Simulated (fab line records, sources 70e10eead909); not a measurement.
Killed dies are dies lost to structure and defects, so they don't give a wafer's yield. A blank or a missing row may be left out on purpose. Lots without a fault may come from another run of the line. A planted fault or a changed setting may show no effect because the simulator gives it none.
Which tool did it? | flow nand_harc | 24 lots, 72 wafers sampled, at 6 steps of a route of 1302

WHAT THE GAUGES READ, wafer by wafer
The record holds no reading of a measuring or inspecting step that can be judged against a usual standard deviation.

WHICH TOOL RAN EACH LOT (tool, then ch and the chambers of the sampled wafers, then the start)
lot  | NHARC_A_STAIRCASE_STRIP_175          | NHARC_A_STAIRCASE_TRIM_193                    | NHARC_A_STAIRCASE_STRIP_205          | NHARC_A_STAIRCASE_ETCH_227                    | NHARC_A_STAIRCASE_TRIM_229         | NHARC_A_STAIRCASE_ETCH_234
L074 | plasma_asher-02 ch 0,1, day 15 19:46 | rie_diel-01 ch 0,1,3, day 15 23:44 or earlier | plasma_asher-02 ch 0,1, day 15 23:44 | rie_diel-05 ch 0,2, day 16 02:23 or earlier   | rie_diel-09 ch 0,1,3, day 16 02:23 | rie_diel-09 ch 0,1,3, no start
L075 | plasma_asher-01 ch 0,1, day 16 01:42 | rie_diel-05 ch 0,2, day 16 06:04 or earlier   | plasma_asher-01 ch 0,1, day 16 06:04 | rie_diel-01 ch 1,2,3, day 16 08:28 or earlier | rie_diel-09 ch 0,3, day 16 08:28   | rie_diel-09 ch 1,3, no start
L076 | plasma_asher-02 ch 0,1, day 16 13:00 | rie_diel-01 ch 0,1,3, day 16 17:38 or earlier | plasma_asher-02 ch 0,1, day 16 17:38 | rie_diel-05 ch 0,1, day 16 20:03 or earlier   | rie_diel-05 ch 1,2, day 16 20:03   | rie_diel-05 ch 0,3, no start
L077 | plasma_asher-02 ch 0,1, day 17 13:52 | rie_diel-01 ch 0,1,2, day 17 17:35 or earlier | plasma_asher-01 ch 0,1, day 17 17:35 | rie_diel-01 ch 1,3, day 17 20:26 or earlier   | rie_diel-05 ch 0,1,3, day 17 20:26 | rie_diel-05 ch 0,2,3, no start
L078 | plasma_asher-01 ch 0,1, day 17 13:58 | rie_diel-09 ch 1,3, day 17 20:40 or earlier   | plasma_asher-02 ch 0,1, day 17 20:40 | rie_diel-05 ch 2,3, day 17 23:12 or earlier   | rie_diel-05 ch 0,2,3, day 17 23:12 | rie_diel-05 ch 1,2, no start
L079 | plasma_asher-01 ch 0,1, day 17 18:58 | rie_diel-09 ch 1,2, day 18 00:29 or earlier   | plasma_asher-01 ch 0,1, day 18 00:29 | rie_diel-01 ch 2,3, day 18 03:37 or earlier   | rie_diel-01 ch 2,3, day 18 03:37   | rie_diel-01 ch 2,3, no start
L080 | plasma_asher-02 ch 0,1, day 17 22:44 | rie_diel-09 ch 2,3, day 18 02:19 or earlier   | plasma_asher-01 ch 0,1, day 18 02:19 | rie_diel-09 ch 0,1, day 18 04:58 or earlier   | rie_diel-09 ch 0,2,3, day 18 04:58 | rie_diel-09 ch 1,2, no start
L081 | plasma_asher-02 ch 0,1, day 18 15:19 | rie_diel-05 ch 0,1, day 18 19:11 or earlier   | plasma_asher-01 ch 0,1, day 18 19:11 | rie_diel-05 ch 0,1, day 18 21:41 or earlier   | rie_diel-09 ch 0,2,3, day 18 21:41 | rie_diel-09 ch 0,1,3, no start
L083 | plasma_asher-02 ch 0,1, day 19 03:20 | rie_diel-05 ch 2,3, day 19 07:09 or earlier   | plasma_asher-02 ch 0,1, day 19 07:09 | rie_diel-01 ch 2,3, day 19 09:44 or earlier   | rie_diel-05 ch 1,2,3, day 19 09:44 | rie_diel-05 ch 0,1,2, no start
L082 | plasma_asher-02 ch 0,1, day 19 10:51 | rie_diel-09 ch 0,1, day 19 14:34 or earlier   | plasma_asher-02 ch 0,1, day 19 14:34 | rie_diel-05 ch 0,1,3, day 19 17:03 or earlier | rie_diel-05 ch 0,2,3, day 19 17:03 | rie_diel-05 ch 1,2,3, no start
L084 | plasma_asher-01 ch 0,1, day 19 21:19 | rie_diel-09 ch 0,2, day 20 01:44 or earlier   | plasma_asher-02 ch 0,1, day 20 01:44 | rie_diel-01 ch 0,1,3, day 20 04:24 or earlier | rie_diel-01 ch 0,1,3, day 20 04:24 | rie_diel-01 ch 0,1,2, no start
L085 | plasma_asher-02 ch 0,1, day 20 09:18 | rie_diel-01 ch 0,1,2, day 20 13:16 or earlier | plasma_asher-01 ch 0,1, day 20 13:16 | rie_diel-09 ch 0,1,2, day 20 15:55 or earlier | rie_diel-05 ch 0,1,3, day 20 15:55 | rie_diel-05 ch 0,1,2, no start
L086 | plasma_asher-01 ch 0,1, day 20 19:31 | rie_diel-05 ch 1,2,3, day 21 03:12 or earlier | plasma_asher-02 ch 0,1, day 21 03:12 | rie_diel-09 ch 0,1,3, day 21 05:39 or earlier | rie_diel-09 ch 1,2,3, day 21 05:39 | rie_diel-09 ch 0,1,3, no start
L087 | plasma_asher-01 ch 0,1, day 21 16:04 | rie_diel-05 ch 0,1,2, day 21 20:02 or earlier | plasma_asher-01 ch 0,1, day 21 20:02 | rie_diel-05 ch 0,1,3, day 21 22:52 or earlier | rie_diel-01 ch 0,2,3, day 21 22:52 | rie_diel-01 ch 1,2,3, no start
L089 | plasma_asher-02 ch 0,1, day 21 19:17 | rie_diel-01 ch 0,1, day 21 23:07 or earlier   | plasma_asher-01 ch 0, day 21 23:07   | rie_diel-01 ch 0,1,3, day 22 01:37 or earlier | rie_diel-05 ch 0,1,3, day 22 01:37 | rie_diel-05 ch 0,2,3, no start
L088 | plasma_asher-01 ch 0,1, day 21 19:28 | rie_diel-01 ch 0,3, day 22 00:09 or earlier   | plasma_asher-02 ch 0, day 22 00:09   | rie_diel-01 ch 0,1,2, day 22 02:50 or earlier | rie_diel-09 ch 0,3, day 22 02:50   | rie_diel-09 ch 0,2, no start
L090 | plasma_asher-01 ch 0,1, day 22 12:41 | rie_diel-09 ch 0,2, day 22 16:31 or earlier   | plasma_asher-02 ch 0, day 22 16:31   | rie_diel-05 ch 1,2,3, day 22 19:09 or earlier | rie_diel-05 ch 1,2, day 22 19:09   | rie_diel-05 ch 2,3, no start
L091 | plasma_asher-01 ch 0,1, day 23 08:14 | rie_diel-01 ch 1,2,3, day 23 11:53 or earlier | plasma_asher-01 ch 0,1, day 23 11:53 | rie_diel-09 ch 0,1, day 23 14:32 or earlier   | rie_diel-05 ch 1,2,3, day 23 14:32 | rie_diel-05 ch 1,2,3, no start
L092 | plasma_asher-01 ch 0,1, day 23 09:41 | rie_diel-05 ch 0,1,2, day 23 13:53 or earlier | plasma_asher-01 ch 0,1, day 23 13:53 | rie_diel-09 ch 0,1,2, day 23 17:13 or earlier | rie_diel-05 ch 1,2,3, day 23 17:13 | rie_diel-05 ch 1,2,3, no start
L093 | plasma_asher-02 ch 0,1, day 23 13:53 | rie_diel-05 ch 2,3, day 23 17:32 or earlier   | plasma_asher-02 ch 1, day 23 17:32   | rie_diel-05 ch 1,2, day 23 20:02 or earlier   | rie_diel-09 ch 0,2, day 23 20:02   | rie_diel-09 ch 0,2, no start
L094 | plasma_asher-02 ch 0,1, day 24 06:28 | rie_diel-05 ch 0,1,3, day 24 10:11 or earlier | plasma_asher-01 ch 0,1, day 24 10:11 | rie_diel-05 ch 2,3, day 24 12:50 or earlier   | rie_diel-05 ch 2,3, day 24 12:50   | rie_diel-05 ch 1,3, no start
L096 | plasma_asher-01 ch 0,1, day 24 15:36 | rie_diel-05 ch 2,3, day 24 22:19 or earlier   | plasma_asher-01 ch 0,1, day 24 22:19 | rie_diel-01 ch 1,3, day 25 01:05 or earlier   | rie_diel-01 ch 1,3, day 25 01:05   | rie_diel-01 ch 1,3, no start
L095 | plasma_asher-01 ch 0,1, day 25 00:17 | rie_diel-09 ch 0,3, day 25 04:07 or earlier   | plasma_asher-02 ch 0,1, day 25 04:07 | rie_diel-09 ch 0,1,2, day 25 06:46 or earlier | rie_diel-09 ch 0,1,2, day 25 06:46 | rie_diel-09 ch 1,2, no start
L097 | plasma_asher-01 ch 0,1, day 25 20:56 | rie_diel-01 ch 0,2,3, day 26 00:40 or earlier | plasma_asher-01 ch 1, day 26 00:40   | rie_diel-09 ch 0,1,2, day 26 03:07 or earlier | rie_diel-09 ch 0,2,3, day 26 03:07 | rie_diel-09 ch 0,1,2, no start
- NHARC_A_STAIRCASE_STRIP_175: strips in O2.
- NHARC_A_STAIRCASE_TRIM_193: chemistry O2, time 211.2 s.
- NHARC_A_STAIRCASE_STRIP_205: strips in O2.
- NHARC_A_STAIRCASE_ETCH_227: etches the open film in C4F8/O2, target depth 100 nm, time 40.5 s.
- NHARC_A_STAIRCASE_TRIM_229: chemistry O2, time 211.2 s.
- NHARC_A_STAIRCASE_ETCH_234: etches the open film in C4F8/O2, target depth 100 nm, time 40.5 s.

WHAT THE TOOLS THEMSELVES READ (means of the sampled wafers that have a number; where no wafer has one, the mark that the record gives instead)
NHARC_A_STAIRCASE_STRIP_175.
lot  | tool            | drypump_motor_current_A (A) | heater_power_w (W)
L074 | plasma_asher-02 | 5.0                         | 334
L075 | plasma_asher-01 | 5.8                         | 323
L076 | plasma_asher-02 | 5.0                         | 358
L077 | plasma_asher-02 | 5.0                         | 356
L078 | plasma_asher-01 | 5.8                         | 315
L079 | plasma_asher-01 | 6.2                         | 328
L080 | plasma_asher-02 | 5.0                         | 357
L081 | plasma_asher-02 | 5.0                         | 361
L083 | plasma_asher-02 | 5.0                         | 348
L082 | plasma_asher-02 | 5.0                         | 352
L084 | plasma_asher-01 | 5.8                         | 314
L085 | plasma_asher-02 | 5.0                         | 378
L086 | plasma_asher-01 | 6.2                         | 332
L087 | plasma_asher-01 | 5.8                         | 317
L089 | plasma_asher-02 | 4.9                         | 347
L088 | plasma_asher-01 | 5.8                         | 315
L090 | plasma_asher-01 | 5.8                         | 316
L091 | plasma_asher-01 | 6.2                         | 327
L092 | plasma_asher-01 | 6.2                         | 325
L093 | plasma_asher-02 | 4.9                         | 346
L094 | plasma_asher-02 | 5.0                         | 350
L096 | plasma_asher-01 | 5.8                         | 318
L095 | plasma_asher-01 | 6.2                         | 332
L097 | plasma_asher-01 | 5.8                         | 318

NHARC_A_STAIRCASE_TRIM_193.
lot  | tool        | drypump_motor_current_A (A) | mfc_ar_sccm (sccm) | oes_product_au (a.u.) | rf_vpp_V (V) | showerhead_plenum_p_Torr (Torr) | throttle_valve_pct (%)
L074 | rie_diel-01 | 5.7                         | 0.000              | 1.005                 | 57.7         | 3.42                            | 17.041
L075 | rie_diel-05 | 5.1                         | 0.027              | 0.996                 | 58.0         | 3.46                            | 17.041
L076 | rie_diel-01 | 5.7                         | 0.000              | 1.001                 | 58.1         | 3.42                            | 17.041
L077 | rie_diel-01 | 5.8                         | 0.000              | 0.998                 | 57.9         | 3.76                            | 17.033
L078 | rie_diel-09 | 5.6                         | 0.007              | 1.001                 | 57.6         | 3.53                            | 17.038
L079 | rie_diel-09 | 5.6                         | 0.000              | 1.005                 | 58.2         | 3.48                            | 17.046
L080 | rie_diel-09 | 5.6                         | 0.007              | 1.007                 | 57.9         | 3.46                            | 17.036
L081 | rie_diel-05 | 5.5                         | 0.017              | 0.990                 | 57.3         | 3.53                            | 17.036
L083 | rie_diel-05 | 5.8                         | 0.032              | 0.999                 | 57.2         | 3.64                            | 17.040
L082 | rie_diel-09 | 5.7                         | 0.000              | 1.001                 | 58.0         | 3.55                            | 17.044
L084 | rie_diel-09 | 6.0                         | 0.000              | 0.997                 | 58.5         | 3.49                            | 17.032
L085 | rie_diel-01 | 5.9                         | 0.000              | 0.995                 | 57.7         | 3.75                            | 17.040
L086 | rie_diel-05 | 5.5                         | 0.024              | 0.989                 | 58.8         | 3.61                            | 17.028
L087 | rie_diel-05 | 5.3                         | 0.022              | 0.991                 | 57.8         | 3.48                            | 17.028
L089 | rie_diel-01 | 5.8                         | 0.000              | 0.994                 | 58.7         | 3.70                            | 17.031
L088 | rie_diel-01 | 5.6                         | 0.000              | 0.991                 | 58.3         | 3.45                            | 17.035
L090 | rie_diel-09 | 6.0                         | 0.000              | 0.997                 | 57.6         | 3.48                            | 17.038
L091 | rie_diel-01 | 6.2                         | 0.000              | 1.006                 | 58.4         | 3.57                            | 17.034
L092 | rie_diel-05 | 5.3                         | 0.022              | 0.993                 | 57.8         | 3.47                            | 17.028
L093 | rie_diel-05 | 5.8                         | 0.032              | 0.995                 | 58.0         | 3.62                            | 17.032
L094 | rie_diel-05 | 5.8                         | 0.026              | 1.000                 | 57.4         | 3.53                            | 17.039
L096 | rie_diel-05 | 5.2                         | 0.029              | 0.994                 | 57.4         | 3.55                            | 17.038
L095 | rie_diel-09 | 5.9                         | 0.003              | 0.997                 | 58.1         | 3.53                            | 17.037
L097 | rie_diel-01 | 5.8                         | 0.000              | 0.995                 | 57.4         | 3.78                            | 17.044

NHARC_A_STAIRCASE_STRIP_205.
lot  | tool            | drypump_motor_current_A (A) | heater_power_w (W)
L074 | plasma_asher-02 | 5.0                         | 365
L075 | plasma_asher-01 | 5.8                         | 319
L076 | plasma_asher-02 | 4.9                         | 329
L077 | plasma_asher-01 | 6.2                         | 327
L078 | plasma_asher-02 | 5.0                         | 354
L079 | plasma_asher-01 | 5.7                         | 320
L080 | plasma_asher-01 | 5.8                         | 317
L081 | plasma_asher-01 | 5.8                         | 320
L083 | plasma_asher-02 | 5.0                         | 382
L082 | plasma_asher-02 | 5.0                         | 383
L084 | plasma_asher-02 | 4.9                         | 345
L085 | plasma_asher-01 | 5.8                         | 313
L086 | plasma_asher-02 | 5.0                         | 377
L087 | plasma_asher-01 | 6.2                         | 325
L089 | plasma_asher-01 | 5.4                         | 311
L088 | plasma_asher-02 | 4.9                         | 320
L090 | plasma_asher-02 | 4.9                         | 316
L091 | plasma_asher-01 | 6.2                         | 328
L092 | plasma_asher-01 | 6.2                         | 333
L093 | plasma_asher-02 | 5.0                         | 409
L094 | plasma_asher-01 | 5.8                         | 317
L096 | plasma_asher-01 | 5.8                         | 314
L095 | plasma_asher-02 | 5.0                         | 375
L097 | plasma_asher-01 | 6.6                         | 336

NHARC_A_STAIRCASE_ETCH_227.
lot  | tool        | oes_product_au (a.u.) | rf_vpp_V (V)
L074 | rie_diel-05 | 0.941                 | 893
L075 | rie_diel-01 | 0.942                 | 893
L076 | rie_diel-05 | 0.929                 | 897
L077 | rie_diel-01 | 0.931                 | 893
L078 | rie_diel-05 | 0.941                 | 900
L079 | rie_diel-01 | 0.940                 | 900
L080 | rie_diel-09 | 0.942                 | 896
L081 | rie_diel-05 | 0.935                 | 893
L083 | rie_diel-01 | 0.936                 | 899
L082 | rie_diel-05 | 0.939                 | 897
L084 | rie_diel-01 | 0.937                 | 898
L085 | rie_diel-09 | 0.941                 | 894
L086 | rie_diel-09 | 0.938                 | 897
L087 | rie_diel-05 | 0.933                 | 897
L089 | rie_diel-01 | 0.941                 | 897
L088 | rie_diel-01 | 0.944                 | 903
L090 | rie_diel-05 | 0.944                 | 898
L091 | rie_diel-09 | 0.941                 | 896
L092 | rie_diel-09 | 0.950                 | 894
L093 | rie_diel-05 | 0.937                 | 896
L094 | rie_diel-05 | 0.949                 | 899
L096 | rie_diel-01 | 0.938                 | 904
L095 | rie_diel-09 | 0.942                 | 893
L097 | rie_diel-09 | 0.945                 | 893

NHARC_A_STAIRCASE_TRIM_229.
lot  | tool        | drypump_motor_current_A (A) | mfc_ar_sccm (sccm) | oes_product_au (a.u.) | rf_vpp_V (V) | showerhead_plenum_p_Torr (Torr) | throttle_valve_pct (%)
L074 | rie_diel-09 | 5.7                         | 0.003              | 0.997                 | 58.1         | 3.56                            | 17.033
L075 | rie_diel-09 | 5.7                         | 0.007              | 0.995                 | 58.1         | 3.55                            | 17.041
L076 | rie_diel-05 | 4.9                         | 0.020              | 0.994                 | 58.5         | 3.56                            | 17.039
L077 | rie_diel-05 | 5.8                         | 0.026              | 0.999                 | 57.6         | 3.56                            | 17.042
L078 | rie_diel-05 | 5.6                         | 0.031              | 0.995                 | 57.2         | 3.51                            | 17.045
L079 | rie_diel-01 | 6.2                         | 0.000              | 0.994                 | 57.4         | 3.47                            | 17.038
L080 | rie_diel-09 | 5.8                         | 0.003              | 0.999                 | 58.5         | 3.48                            | 17.042
L081 | rie_diel-09 | 5.8                         | 0.003              | 1.003                 | 57.2         | 3.48                            | 17.031
L083 | rie_diel-05 | 5.4                         | 0.024              | 0.999                 | 57.6         | 3.61                            | 17.043
L082 | rie_diel-05 | 5.7                         | 0.031              | 0.994                 | 56.6         | 3.51                            | 17.036
L084 | rie_diel-01 | 5.8                         | 0.000              | 0.999                 | 58.5         | 3.58                            | 17.034
L085 | rie_diel-05 | 5.8                         | 0.026              | 1.001                 | 57.9         | 3.55                            | 17.039
L086 | rie_diel-09 | 5.6                         | 0.003              | 1.006                 | 57.4         | 3.46                            | 17.044
L087 | rie_diel-01 | 5.7                         | 0.000              | 1.002                 | 57.5         | 3.62                            | 17.029
L089 | rie_diel-05 | 5.8                         | 0.026              | 1.003                 | 57.3         | 3.54                            | 17.041
L088 | rie_diel-09 | 5.8                         | 0.007              | 1.005                 | 58.5         | 3.52                            | 17.038
L090 | rie_diel-05 | 4.9                         | 0.020              | 0.992                 | 57.6         | 3.54                            | 17.034
L091 | rie_diel-05 | 5.4                         | 0.024              | 0.997                 | 58.6         | 3.60                            | 17.031
L092 | rie_diel-05 | 5.4                         | 0.024              | 0.988                 | 58.3         | 3.60                            | 17.033
L093 | rie_diel-09 | 5.9                         | 0.000              | 0.999                 | 56.3         | 3.40                            | 17.038
L094 | rie_diel-05 | 5.2                         | 0.029              | 0.988                 | 58.4         | 3.55                            | 17.029
L096 | rie_diel-01 | 6.2                         | 0.000              | 1.002                 | 58.5         | 3.75                            | 17.036
L095 | rie_diel-09 | 5.8                         | 0.000              | 1.003                 | 57.5         | 3.46                            | 17.034
L097 | rie_diel-09 | 5.8                         | 0.003              | 0.998                 | 57.7         | 3.45                            | 17.024

NHARC_A_STAIRCASE_ETCH_234.
lot  | tool        | oes_product_au (a.u.) | rf_vpp_V (V)
L074 | rie_diel-09 | 0.948                 | 897
L075 | rie_diel-09 | 0.942                 | 897
L076 | rie_diel-05 | 0.942                 | 894
L077 | rie_diel-05 | 0.940                 | 896
L078 | rie_diel-05 | 0.942                 | 898
L079 | rie_diel-01 | 0.931                 | 899
L080 | rie_diel-09 | 0.955                 | 892
L081 | rie_diel-09 | 0.945                 | 897
L083 | rie_diel-05 | 0.937                 | 894
L082 | rie_diel-05 | 0.944                 | 899
L084 | rie_diel-01 | 0.946                 | 904
L085 | rie_diel-05 | 0.936                 | 895
L086 | rie_diel-09 | 0.942                 | 896
L087 | rie_diel-01 | 0.942                 | 897
L089 | rie_diel-05 | 0.937                 | 895
L088 | rie_diel-09 | 0.940                 | 894
L090 | rie_diel-05 | 0.939                 | 900
L091 | rie_diel-05 | 0.937                 | 898
L092 | rie_diel-05 | 0.943                 | 899
L093 | rie_diel-09 | 0.952                 | 891
L094 | rie_diel-05 | 0.928                 | 901
L096 | rie_diel-01 | 0.938                 | 902
L095 | rie_diel-09 | 0.958                 | 890
L097 | rie_diel-09 | 0.945                 | 893

THE ANSWER, worked out from the rows above alone
Rule: what is usual is taken from the lots themselves. Put in order of their means at a reading, lots are off if they are a third of the lots or fewer, leave a main group of 4 or more, and stand apart from it by a gap of 3 or more times the standard deviation of the main group's means; of several such gaps the widest counts. A main group whose means are all the same, to the digits that the tables above print for the reading, isn't used. A lot without any number at a reading at which 4 lots or more have one is off too. The other lots that the step has rows for count as sound. The gauges are gone through in route order, then the tools' own readings, and for those a lot's mean is taken as printed above. The first step at which some lot is off is used, and at that step the reading that is off furthest; a lot without a number counts as furthest.
No lot is off at any reading shown: from this, nothing can be told.

WHAT THE SIMULATOR HAD PUT IN
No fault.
